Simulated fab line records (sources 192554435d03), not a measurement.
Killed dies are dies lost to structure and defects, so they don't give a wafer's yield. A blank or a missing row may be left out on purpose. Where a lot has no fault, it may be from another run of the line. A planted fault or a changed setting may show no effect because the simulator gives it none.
fab line records	flow n5Finfet
record lots=8	wafers=24	lastDay=17
route steps=1938 shown SD_EPI_N@287 SD_EPI_P@311 SD_ACTIVATION@332 BEOL_M4@1111 PASSIVATION@1936
lots that met no fault: from a run of the same line without faults
startH: hours from the record's first day to the start of the lot's first wafer shown	waitH: hours from the lot's prior step to this one	" repeats the value in the row above	L1.1+2: a single row standing in for several wafers	- no value, or no start given	* or withheld: withheld	< > ~ a bound
route shown NAME@n: a module of which the file shows steps, and the number in the route of the first	usual: mean/standard deviation of fault-free wafers	same: alike in all rows	chamber/n: place in a boat	sites: the reading at each site	_std_site: standard deviation of those values	_edge_site: the outer-site mean with the inner-site mean subtracted	radiusMm: how far each site lies from the wafer's centre	mask NAME#n: copy n	behind: the tool/chamber that last shaped the wafer	hold: the reason the lot was held/the length of the hold in hours/how it ended	device: transistor that didn't switch, given as n, p or np	end of line: tests run on the same wafers once the route is complete	for a step that has no rows: nothing shown but its recipe	killed: the dies lost at the first sort to structure and to defects; this is not the yield of the wafer	map: a wafer's dies, marking killed ones x, the rest . and places with no die _
set.NAME: setting as actually run; set.NAME@STEP: the setting as run at that earlier step	model.NAME: the simulator's own value behind a step, which no gauge read
a sample of lots followed through the steps of the route, with each step as a table and each wafer as a row
services: the hour from which a tool's chamber was out of use, counted from the record's first day as startH (under 0 if before that day), plus the number of hours and why
## steps
# step N5_SD_EPI_N_VAPOR_ETCH_50
# recipe chemistry=HCl	target=Si	tempC=775	timeS=54	pressureTorr=20	mode=isotropic
# usual chamberPressureTorr=20.00/0.04	throttleValvePct=11.82/0.3
lot.wafer	tool	chamber	startH	waitH	chamberPressureTorr	throttleValvePct
L178.1	epiRpcvd-04	0	60.27	0.5	20.03	11.14
L178.2	"	0	"	"	20.00	11.52
L178.4	"	0	"	"	20.02	11.57
L183.2	epiRpcvd-03	0	87.31	0.5	19.98	12.14
L183.4	"	0	"	"	19.92	12.09
L183.5	"	0	"	"	20.01	12.19
L185.1	epiRpcvd-03	0	100.56	0.3	20.04	11.82
L185.4	"	0	"	"	19.99	11.94
L185.6	"	0	"	"	19.99	12.06
L188.2	epiRpcvd-03	0	117.29	0.3	19.95	12.10
L188.3	"	0	"	"	20.04	12.14
L188.6	"	0	"	"	20.00	11.91
L189.3	epiRpcvd-02	0	122.94	0.2	20.03	12.16
L189.4	"	0	"	"	20.07	11.80
L189.6	"	0	"	"	20.05	11.92
L191.3	epiRpcvd-02	0	135.83	0.2	20.05	12.12
L191.4	"	0	"	"	20.07	12.06
L191.6	"	0	"	"	20.00	12.05
L193.2	epiRpcvd-03	0	145.82	0.3	20.00	11.94
L193.5	"	0	"	"	20.02	11.88
L193.6	"	0	"	"	20.00	11.98
L200.2	epiRpcvd-02	0	186.62	0.3	19.95	12.26
L200.4	"	0	"	"	20.06	11.97
L200.5	"	0	"	"	20.03	12.05
# step N5_SD_EPI_P_ETCH_47
# recipe chemistry=CH3F/O2	target=SiOCN	targetDepthA=250	maskMaterial=SOC	ionEnergyEv=60	biasW=29	pressureMtorr=30	sourceW=410	Ar_flow_sccm=150	CH3F_flow_sccm=30	O2_flow_sccm=20
# usual CH3F_flow_sccm=30.01/0.082	O2_flow_sccm=19.99/0.058	chamberPressureMTorr=30.003/0.029	drypumpMotorCurrentA=5.83/0.22	oesProductAu=0.76/0.066	rfVppV=126.7/2.2	showerheadPlenumPTorr=1.98/0.07	throttleValvePct=16.46/0.16
lot.wafer	tool	chamber	startH	waitH	CH3F_flow_sccm	O2_flow_sccm	chamberPressureMTorr	drypumpMotorCurrentA	oesProductAu	rfHoursCounterH	rfVppV	showerheadPlenumPTorr	throttleValvePct
L178.1	rieDiel-04	1	65.81	0.1	30.03	19.96	30.035	6.02	0.89	43	126.2	1.96	15.99
L178.2	"	0	"	"	29.97	19.79	30.056	5.47	0.75	153	125.6	1.93	16.38
L178.4	"	3	"	"	30.03	19.93	30.049	6.21	0.76	141	125.9	2.01	16.58
L183.2	rieDiel-05	1	91.99	0.1	30.02	20.01	30.034	5.66	0.70	215	124.7	1.99	16.40
L183.4	"	0	"	"	30.04	20.05	29.966	5.80	0.70	200	126.0	1.98	16.71
L183.5	"	0	"	"	30.00	19.94	30.001	5.80	0.71	-	127.8	1.98	16.72
L185.1	rieDiel-05	0	104.02	0.1	30.09	19.95	29.993	5.82	0.70	203	126.1	1.98	16.72
L185.4	"	3	"	"	29.98	19.92	30.012	6.01	0.75	127	127.9	1.94	16.51
L185.6	"	1	"	"	30.03	20.02	29.997	5.67	0.70	-	125.2	1.99	16.43
L188.2	rieDiel-05	2	121.44	0.1	30.01	19.98	29.990	5.81	0.91	40	123.5	2.14	16.42
L188.3	"	3	"	"	30.09	20.03	30.001	5.99	0.76	133	125.9	1.93	16.52
L188.6	"	3	"	"	29.98	20.01	29.954	5.95	0.77	-	126.6	1.93	16.52
L189.3	rieDiel-03	3	126.34	0.1	29.93	19.99	29.976	5.79	0.69	237	128.9	1.90	16.51
L189.4	"	0	"	"	30.09	20.04	30.010	6.25	0.75	161	130.9	1.99	16.52
L189.6	"	1	"	"	29.97	20.08	30.032	5.58	0.77	-	124.8	1.93	16.44
L191.3	rieDiel-04	0	139.10	0.1	30.07	19.99	29.975	5.54	0.74	176	126.9	1.92	16.41
L191.4	"	2	"	"	30.10	20.07	29.989	5.62	0.69	242	124.6	1.90	16.47
L191.6	"	0	"	"	30.01	20.04	29.992	5.55	0.73	-	125.6	1.92	16.41
L193.2	rieDiel-03	2	150.36	0.1	30.04	20.01	29.995	5.69	0.77	142	130.1	2.08	16.36
L193.5	"	0	"	"	30.07	19.90	29.999	6.26	0.74	-	128.9	1.99	16.54
L193.6	"	1	"	"	29.89	19.97	29.985	5.60	0.76	-	126.8	1.93	16.44
L200.2	rieDiel-05	1	190.97	0.1	30.07	20.03	30.008	5.67	0.68	244	124.8	1.98	16.48
L200.4	"	0	"	"	29.95	20.04	29.996	5.81	0.69	230	126.9	1.97	16.78
L200.5	"	2	"	"	29.94	19.97	29.963	5.83	0.87	-	122.0	2.13	16.47
# step N5_SD_EPI_P_ETCH_16
# recipe chemistry=CHF3/O2	target=SiO2	targetDepthA=50	maskMaterial=SOC	pressureMtorr=30	sourceW=650	biasW=170	Ar_flow_sccm=200	CHF3_flow_sccm=50	O2_flow_sccm=5	ionEnergyEv=200
# usual O2_flow_sccm=5.001/0.014	chamberPressureMTorr=29.998/0.027	drypumpMotorCurrentA=5.84/0.22	oesProductAu=0.76/0.066	rfVppV=520/9.3	showerheadPlenumPTorr=2.39/0.08	throttleValvePct=19.04/0.16
lot.wafer	tool	chamber	startH	waitH	O2_flow_sccm	chamberPressureMTorr	drypumpMotorCurrentA	oesProductAu	rfHoursCounterH	rfVppV	showerheadPlenumPTorr	throttleValvePct
L178.1	rieDiel-04	1	65.91	0.1	4.987	30.027	6.00	0.88	43	517	2.36	18.59
L178.2	"	0	"	"	5.008	29.976	5.54	0.75	153	520	2.32	18.94
L178.4	"	3	"	"	4.962	30.002	6.20	0.77	141	520	2.42	19.15
L183.2	rieDiel-05	1	92.09	0.1	4.993	30.013	5.67	0.70	215	512	2.39	18.94
L183.4	"	0	"	"	4.982	30.004	5.80	0.71	200	520	2.39	19.29
L183.5	"	0	"	"	4.989	29.992	5.81	0.70	-	519	2.39	19.29
L185.1	rieDiel-05	0	104.12	0.1	5.011	29.936	5.81	0.70	203	518	2.39	19.30
L185.4	"	3	"	"	5.009	30.012	6.00	0.76	127	519	2.34	19.11
L185.6	"	1	"	"	4.998	29.942	5.69	0.70	-	510	2.39	18.94
L188.2	rieDiel-05	2	121.54	0.1	5.011	29.988	5.82	0.90	40	506	2.57	19.05
L188.3	"	3	"	"	4.998	29.989	6.00	0.77	133	519	2.34	19.12
L188.6	"	3	"	"	5.017	30.024	5.99	0.76	-	518	2.34	19.14
L189.3	rieDiel-03	3	126.44	0.1	4.980	29.982	5.84	0.69	237	529	2.29	19.08
L189.4	"	0	"	"	4.981	30.017	6.26	0.74	161	537	2.40	19.11
L189.6	"	1	"	"	4.990	30.033	5.59	0.77	-	517	2.33	19.00
L191.3	rieDiel-04	0	139.20	0.1	5.000	29.995	5.52	0.73	176	520	2.32	18.99
L191.4	"	2	"	"	4.997	29.979	5.60	0.69	242	522	2.29	19.04
L191.6	"	0	"	"	4.971	30.041	5.52	0.73	-	518	2.31	19.01
L193.2	rieDiel-03	2	150.46	0.1	4.993	29.999	5.72	0.76	142	539	2.50	18.93
L193.5	"	0	"	"	4.987	29.978	6.30	0.74	-	537	2.40	19.14
L193.6	"	1	"	"	5.009	30.022	5.58	0.77	-	517	2.32	19.02
L200.2	rieDiel-05	1	191.07	0.1	5.018	29.993	5.69	0.68	244	511	2.38	18.99
L200.4	"	0	"	"	4.989	30.012	5.81	0.69	230	518	2.38	19.34
L200.5	"	2	"	"	5.004	29.966	5.81	0.87	-	505	2.56	19.07
# step N5_SD_EPI_P_EPI_21
# recipe material=SiGe:B	dopant=B	tempC=550	pressureTorr=20	ambient=H2	timeS=355
# usual chamberPressureTorr=20.00/0.043
lot.wafer	tool	chamber	startH	waitH	chamberPressureTorr
L178.1	epiRpcvd-03	0	66.65	0.1	19.98
L178.2	"	0	"	"	20.02
L178.4	"	0	"	"	20.00
L183.2	epiRpcvd-03	0	93.57	0.6	19.98
L183.4	"	0	"	"	20.02
L183.5	"	0	"	"	19.99
L185.1	epiRpcvd-03	0	104.85	0.1	20.05
L185.4	"	0	105.93	1.1	20.02
L185.6	"	0	"	"	20.07
L188.2	epiRpcvd-01	0	122.87	0.6	20.12
L188.3	"	0	"	"	20.03
L188.6	"	0	124.79	2.4	20.07
L189.3	epiRpcvd-03	0	127.90	0.8	19.99
L189.4	"	0	"	"	20.03
L189.6	"	0	"	"	19.98
L191.3	epiRpcvd-03	0	140.69	0.8	27.99
L191.4	"	0	"	"	28.02
L191.6	"	0	"	"	28.00
L193.2	epiRpcvd-03	0	151.57	0.5	28.02
L193.5	"	0	152.65	1.5	28.01
L193.6	"	0	"	"	28.02
L200.2	epiRpcvd-02	0	192.16	0.5	20.03
L200.4	"	0	"	"	19.97
L200.5	"	0	"	"	20.03
# step N5_SD_EPI_P_EPI_MEAS_23
# recipe mode=xrd
# usual thkNm=61.0/1.3
lot.wafer	tool	chamber	startH	waitH	thkNm
L178.1	filmMetro-01	-	68.84	1.8	62.3
L178.2	"	-	"	"	60.6
L178.4	"	-	"	"	60.0
L183.2	filmMetro-02	-	96.01	2.0	59.7
L183.4	"	-	"	"	60.9
L183.5	"	-	"	"	57.7
L185.1	filmMetro-02	-	107.04	1.8	61.3
L185.4	"	-	"	"	62.4
L185.6	"	-	"	"	61.9
L188.2	filmMetro-02	-	125.31	2.0	61.8
L188.3	"	-	"	"	60.8
L188.6	"	-	"	"	61.1
L189.3	filmMetro-01	-	129.38	1.1	60.1
L189.4	"	-	"	"	60.8
L189.6	"	-	"	"	61.7
L191.3	filmMetro-01	-	142.17	1.1	71.3
L191.4	"	-	"	"	70.2
L191.6	"	-	"	"	71.0
L193.2	filmMetro-02	-	153.42	1.5	68.6
L193.5	"	-	"	"	70.2
L193.6	"	-	"	"	70.3
L200.2	filmMetro-02	-	194.00	1.5	59.0
L200.4	"	-	"	"	61.0
L200.5	"	-	"	"	59.1
# step N5_SD_ACTIVATION_RS_MEAS_03
# recipe thkMeasGauge=four-point-probe
# usual RS_SD_N=21.94/0.27	RS_SD_P=56.1/0.82
lot.wafer	tool	chamber	startH	waitH	RS_SD_N[ohm/sq]	RS_SD_P[ohm/sq]
L178.1	filmMetro-02	-	69.45	0.2	21.88	55.6
L178.2	"	-	"	"	21.83	55.5
L178.4	"	-	"	"	21.66	55.8
L183.2	filmMetro-02	-	96.63	0.2	22.17	57.4
L183.4	"	-	"	"	21.93	57.2
L183.5	"	-	"	"	21.70	57.3
L185.1	filmMetro-01	-	107.66	0.2	22.23	55.4
L185.4	"	-	"	"	22.00	55.8
L185.6	"	-	"	"	22.29	55.6
L188.2	filmMetro-01	-	125.94	0.2	21.63	55.5
L188.3	"	-	"	"	21.56	56.2
L188.6	"	-	"	"	21.75	56.1
L189.3	filmMetro-02	-	130.19	0.2	21.76	56.4
L189.4	"	-	"	"	22.12	55.9
L189.6	"	-	"	"	22.09	55.0
L191.3	filmMetro-01	-	142.81	0.2	22.02	43.9
L191.4	"	-	"	"	22.23	44.8
L191.6	"	-	"	"	22.47	43.9
L193.2	filmMetro-02	-	154.17	0.2	21.78	46.0
L193.5	"	-	"	"	22.11	45.9
L193.6	"	-	"	"	21.76	46.0
L200.2	filmMetro-01	-	194.71	0.2	22.00	56.6
L200.4	"	-	"	"	22.25	57.0
L200.5	"	-	"	"	21.65	56.6
# step N5_BEOL_M4_RC_MEAS_101
# usual DIBL_N=36.8/1.5	DIBL_P=37.1/2.1	IOFF_N=0.168/0.03	IOFF_P=0.22/0.034	ION_N=679/12	ION_P=466/8	REXT_P=99.7/2.6	RS_SD_P=66.0/0.93	SS_N=71.7/0.58	SS_P=73.5/0.67	VT_N=248.8/2.7	VT_P=-250/3.3
lot.wafer	tool	chamber	startH	waitH	DIBL_N[mV/V]	DIBL_P[mV/V]	IOFF_N[nA/um]	IOFF_P[nA/um]	ION_N[uA/um]	ION_P[uA/um]	REXT_P[ohm.um]	RS_SD_P[ohm/sq]	SS_N[mV/dec]	SS_P[mV/dec]	VT_N[mV]	VT_P[mV]
L178.1	prober-01	0	170.64	0.0	37.6	39.4	0.203	0.29	694	475	97.3	64.9	71.2	74.3	245.8	-247
L178.2	"	0	"	"	37.3	37.8	0.181	0.25	679	466	97.6	66.3	71.3	73.5	249.1	-248
L178.4	"	0	"	"	38.0	39.2	0.197	0.28	679	470	97.8	65.4	71.7	74.9	247.4	-246
L183.2	prober-01	0	198.07	0.2	35.4	37.0	0.167	0.22	671	469	103.5	67.7	71.3	74.0	247.2	-249
L183.4	"	0	"	"	35.5	37.0	0.166	0.21	680	463	104.7	67.2	71.8	72.8	245.1	-248
L183.5	"	0	"	"	35.6	37.2	0.183	0.22	684	470	103.9	67.5	71.2	73.4	244.9	-247
L185.1	prober-02	0	211.98	0.0	38.5	38.9	0.202	0.22	682	455	100.8	65.8	72.4	74.0	246.2	-250
L185.4	"	0	"	"	35.3	36.3	0.153	0.19	678	466	100.1	66.1	72.1	73.2	250.0	-253
L185.6	"	0	"	"	37.8	39.0	0.204	0.24	696	467	100.0	66.5	72.0	74.1	245.2	-249
L188.2	prober-01	0	237.39	0.2	35.2	34.7	0.149	0.19	680	466	97.7	64.9	71.2	73.7	248.8	-253
L188.3	"	0	"	"	34.9	33.7	0.131	0.18	663	459	96.2	65.4	71.7	73.0	252.6	-254
L188.6	"	0	"	"	33.5	31.6	0.115	0.15	658	449	97.0	65.7	71.1	72.5	254.1	-255
L189.3	prober-02	0	240.63	0.3	37.1	39.3	0.176	0.24	677	463	98.9	65.7	72.4	73.6	250.6	-246
L189.4	"	0	"	"	36.8	40.2	0.175	0.27	670	463	97.9	65.3	72.5	74.6	249.6	-246
L189.6	"	0	"	"	37.4	40.5	0.181	0.27	674	466	99.4	65.3	72.5	74.3	247.8	-246
L191.3	prober-02	0	246.82	0.3	41.2	41.8	0.240	0.38	677	480	93.2	52.0	72.2	76.4	245.5	-244
L191.4	"	0	"	"	36.5	35.4	0.138	0.25	662	477	92.0	52.6	71.1	73.7	253.0	-247
L191.6	"	0	"	"	35.5	33.9	0.124	0.22	657	467	92.3	52.0	71.1	72.6	253.3	-245
L193.2	prober-01	0	262.98	0.2	37.2	38.4	0.178	0.28	690	481	92.4	54.7	71.8	72.6	245.2	-245
L193.5	"	0	"	"	38.1	39.0	0.182	0.30	689	484	91.7	53.6	71.6	74.1	247.6	-243
L193.6	"	0	"	"	35.6	36.5	0.146	0.24	683	482	91.4	53.5	70.7	72.9	251.3	-245
L200.2	prober-01	0	314.67	0.2	37.7	38.6	0.167	0.25	676	467	96.7	66.0	71.3	73.1	249.5	-246
L200.4	"	0	"	"	38.0	37.2	0.171	0.22	680	469	100.7	66.8	71.0	72.6	249.2	-248
L200.5	"	0	"	"	35.4	34.7	0.135	0.18	667	455	100.4	67.2	71.3	72.9	252.4	-251
# step N5_PASSIVATION_PROBE_49
# usual defectLimitedYield=91.0/1.5	killed_at_M0_to_M3=34/11	killed_at_M4_up=14/5.3	killedAtContacts=13/7	killedAtFrontEnd=41/13	killedAtOther=4/3.1	killedDies=106/17	killedOpen=70/12	killedShort=35/8	sort_bin_4_leakage=0.00/0.007	sort_bin_5_function=5.2/0.98	sort_bin_6_memory=3.4/0.69	sortNPass=1074/17	sortYieldPct=91.0/1.5
# same grossDies=1180	killedAtBackSide=0	sort_bin_8_speed[%]=0
lot.wafer	tool	chamber	startH	waitH	defectLimitedYield[%]	killed_at_M0_to_M3	killed_at_M4_up	killedAtContacts	killedAtFrontEnd	killedAtOther	killedDies	killedOpen	killedShort	sort_bin_4_leakage[%]	sort_bin_5_function[%]	sort_bin_6_memory[%]	sortNPass	sortYieldPct[%]
L188.2	prober-02	-	339.64	0.1	90.8	15	10	18	59	7	109	67	42	0	4.8	4.0	1071	90.8
L188.3	prober-02	-	339.69	0.1	92.7	10	15	17	40	4	86	51	32	0	3.3	3.4	1094	92.7
L188.6	prober-02	-	339.84	0.3	89.6	24	14	32	46	7	123	81	39	0	5.3	4.9	1057	89.6
L191.3	prober-02	-	349.07	0.1	90.9	38	18	22	24	5	107	72	35	0.08	5.5	3.1	1072	90.8
L191.4	prober-02	-	349.12	0.2	92.4	28	15	29	15	3	90	62	27	0	4.7	2.6	1090	92.4
L191.6	prober-02	-	349.22	0.3	90.9	37	15	13	37	5	107	69	37	0	5.4	3.4	1073	90.9
L189.3	prober-02	-	356.60	0.1	93.6	23	11	3	33	6	76	40	35	0	3.6	2.7	1104	93.6
L189.4	prober-02	-	356.65	0.2	91.8	35	11	12	33	6	97	63	34	0	4.7	3.3	1083	91.8
L189.6	prober-02	-	356.75	0.3	90.3	32	11	18	47	7	115	82	33	0	5.9	3.6	1065	90.3
L193.2	prober-02	-	368.26	0.1	90.9	32	12	8	51	4	107	61	46	0	5.5	3.1	1073	90.9
L193.5	prober-02	-	368.41	0.2	90.9	35	7	15	47	3	107	76	31	0	5.3	3.6	1073	90.9
L193.6	prober-02	-	368.46	0.3	91.7	26	8	6	54	4	98	57	41	0	4.8	3.0	1082	91.7
# killed by level:class
L188.2 STI_FIN_REVEAL:geometricParticle:open=22 MOL_CONTACT_COAG:geometricParticle:open=15 FIN_SAQP:geometricParticle:open=9 FIN_SAQP:geometricParticle:short=8 STI_FIN_REVEAL:geometricParticle:short=7 BEOL_M0:geometricParticle:short=5 GATE_CUT:geometricParticle:short=3 MOL_CONTACT_COAG:geometricParticle:short=3
L188.3 MOL_CONTACT_COAG:geometricParticle:open=13 FIN_SAQP:geometricParticle:open=9 GATE_CUT:geometricParticle:short=8 STI_FIN_REVEAL:geometricParticle:open=6 FIN_SAQP:geometricParticle:short=5 BEOL_M4:geometricParticle:open=5 MOL_CONTACT_COAG:geometricParticle:short=4 BEOL_M0_SAQP:geometricParticle:open=3
L188.6 MOL_CONTACT_COAG:geometricParticle:open=25 STI_FIN_REVEAL:geometricParticle:open=15 BEOL_M3:geometricParticle:open=8 MOL_CONTACT_COAG:geometricParticle:short=7 FIN_SAQP:geometricParticle:open=6 FIN_SAQP:geometricParticle:short=5 STI_FIN_REVEAL:geometricParticle:short=5 BEOL_M0_SAQP:geometricParticle:open=5
L191.3 MOL_CONTACT_COAG:geometricParticle:open=15 BEOL_M3:geometricParticle:open=11 BEOL_M4:geometricParticle:open=11 BEOL_M0_SAQP:geometricParticle:short=8 STI_FIN_REVEAL:geometricParticle:open=7 MOL_CONTACT_COAG:geometricParticle:short=7 BEOL_M2:geometricParticle:open=7 BEOL_M1:geometricParticle:open=5
L191.4 MOL_CONTACT_COAG:geometricParticle:open=20 BEOL_M0_SAQP:geometricParticle:open=9 MOL_CONTACT_COAG:geometricParticle:short=8 BEOL_M0_SAQP:geometricParticle:short=8 BEOL_M4:geometricParticle:open=7 STI_FIN_REVEAL:geometricParticle:open=5 BEOL_M3:geometricParticle:open=5 GATE_CUT:geometricParticle:short=3
L191.6 MOL_CONTACT_COAG:geometricParticle:open=10 FIN_SAQP:geometricParticle:open=8 BEOL_M2:geometricParticle:open=8 BEOL_M3:geometricParticle:open=8 ILD0:geometricParticle:short=7 BEOL_M0_SAQP:geometricParticle:short=7 FIN_SAQP:geometricParticle:short=6 BEOL_M1:geometricParticle:open=6
L189.3 DUMMY_GATE:geometricParticle:open=9 BEOL_M0_SAQP:geometricParticle:open=8 STARTING-WAFER:geometricParticle:short=6 FIN_SAQP:geometricParticle:short=4 BEOL_M0_SAQP:geometricParticle:short=4 BEOL_M2:geometricParticle:open=4 BEOL_M4:geometricParticle:open=4 DUMMY_GATE:geometricParticle:short=3
L189.4 BEOL_M2:geometricParticle:open=11 STI_FIN_REVEAL:geometricParticle:open=7 MOL_CONTACT_COAG:geometricParticle:open=7 GATE_CUT:geometricParticle:short=6 BEOL_M0_SAQP:geometricParticle:short=6 MOL_CONTACT_COAG:geometricParticle:short=5 BEOL_M1:geometricParticle:open=5 STARTING-WAFER:geometricParticle:open=5
L189.6 STI_FIN_REVEAL:geometricParticle:open=19 MOL_CONTACT_COAG:geometricParticle:open=15 BEOL_M3:geometricParticle:open=11 BEOL_M0_SAQP:geometricParticle:open=6 BEOL_M0_SAQP:geometricParticle:short=6 FIN_SAQP:geometricParticle:short=5 GATE_CUT:geometricParticle:short=5 STARTING-WAFER:geometricParticle:open=5
L193.2 FIN_SAQP:geometricParticle:short=13 FIN_SAQP:geometricParticle:open=10 STI_FIN_REVEAL:geometricParticle:open=10 MOL_CONTACT_COAG:geometricParticle:open=6 BEOL_M0_SAQP:geometricParticle:open=6 BEOL_M4:geometricParticle:open=6 BEOL_M3:geometricParticle:open=5 BEOL_M0_SAQP:geometricParticle:short=5
L193.5 FIN_SAQP:geometricParticle:open=16 MOL_CONTACT_COAG:geometricParticle:open=15 BEOL_M1:geometricParticle:open=10 BEOL_M2:geometricParticle:open=9 ILD0:geometricParticle:short=7 FIN_SAQP:geometricParticle:short=5 GATE_CUT:geometricParticle:short=5 BEOL_M0:geometricParticle:open=4
L193.6 FIN_SAQP:geometricParticle:short=11 FIN_SAQP:geometricParticle:open=9 STI_FIN_REVEAL:geometricParticle:open=7 MOL_CONTACT_COAG:geometricParticle:open=5 BEOL_M3:geometricParticle:open=5 ILD0:geometricParticle:short=4 ILD0:geometricParticle:open=4 BEOL_M1:geometricParticle:open=4
## services
tool	chamber	startH	hours	kind
epiRpcvd-02	-	47.98	2.2	repair
epiRpcvd-04	-	65.69	27.2	pm
rieDiel-05	-	97.29	2.8	pm
epiRpcvd-04	-	104.47	0.5	pm
epiRpcvd-01	-	135.07	18.9	pm
rieDiel-05	2	156.09	5.9	repair
rieDiel-03	-	158.81	0.4	repair
rieDiel-04	2	166.33	-	clean
rieDiel-04	2	166.33	-	consumableReplace:esc
rieDiel-04	2	166.33	-	consumableReplace:focusRing
rieDiel-04	2	166.33	-	consumableReplace:showerhead
rieDiel-04	2	166.33	17.8	scheduledDown
rieDiel-04	2	166.33	17.8	ventCycle
rieDiel-03	3	173.66	-	clean
rieDiel-03	3	173.66	-	consumableReplace:focusRing
rieDiel-03	3	173.66	-	consumableReplace:showerhead
rieDiel-03	3	173.66	21.4	scheduledDown
rieDiel-03	3	173.66	21.4	ventCycle
## key
firstSign step=N5_SD_EPI_P_EPI_21	reading=chamberPressureTorr	direction=up	sigmas=99+	usual=20.00	struck=28.01
effect step=N5_SD_EPI_P_EPI_MEAS_23	reading=thkNm	direction=up	sigmas=7.3	usual=*	struck=*
effect step=N5_SD_ACTIVATION_RS_MEAS_03	reading=RS_SD_P	direction=down	sigmas=13	usual=56.1	struck=45.1
effect step=N5_BEOL_M4_RC_MEAS_101	reading=RS_SD_P	direction=down	sigmas=14	usual=66.0	struck=53.0
effect step=N5_BEOL_M4_RC_MEAS_101	reading=REXT_P	direction=down	sigmas=2.9	usual=99.7	struck=92.2
effect step=N5_BEOL_M4_RC_MEAS_101	reading=IOFF_P	direction=up	sigmas=1.6	usual=0.22	struck=0.28
effect step=N5_BEOL_M4_RC_MEAS_101	reading=ION_P	direction=up	sigmas=1.6	usual=466	struck=478
effect step=N5_BEOL_M4_RC_MEAS_101	reading=VT_P	direction=up	sigmas=1.6	usual=-250	struck=-245
metAt N5_SD_EPI_P_EPI_21
struckLots L191,L193
notActingAt N5_SD_EPI_N_VAPOR_ETCH_50,N5_SD_EPI_P_ETCH_47,N5_SD_EPI_P_ETCH_16
onsetBetween 127.90 140.69
fault kind=processParameterDrift	tool=epiRpcvd-03	chamber=-	onsetH=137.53	steps=N5_SD_EPI_P_EPI_21	channel=pressureTorr	offset=8.0641	shape=step	endH=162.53	actsIn=theseRecipesOnly	stated=20
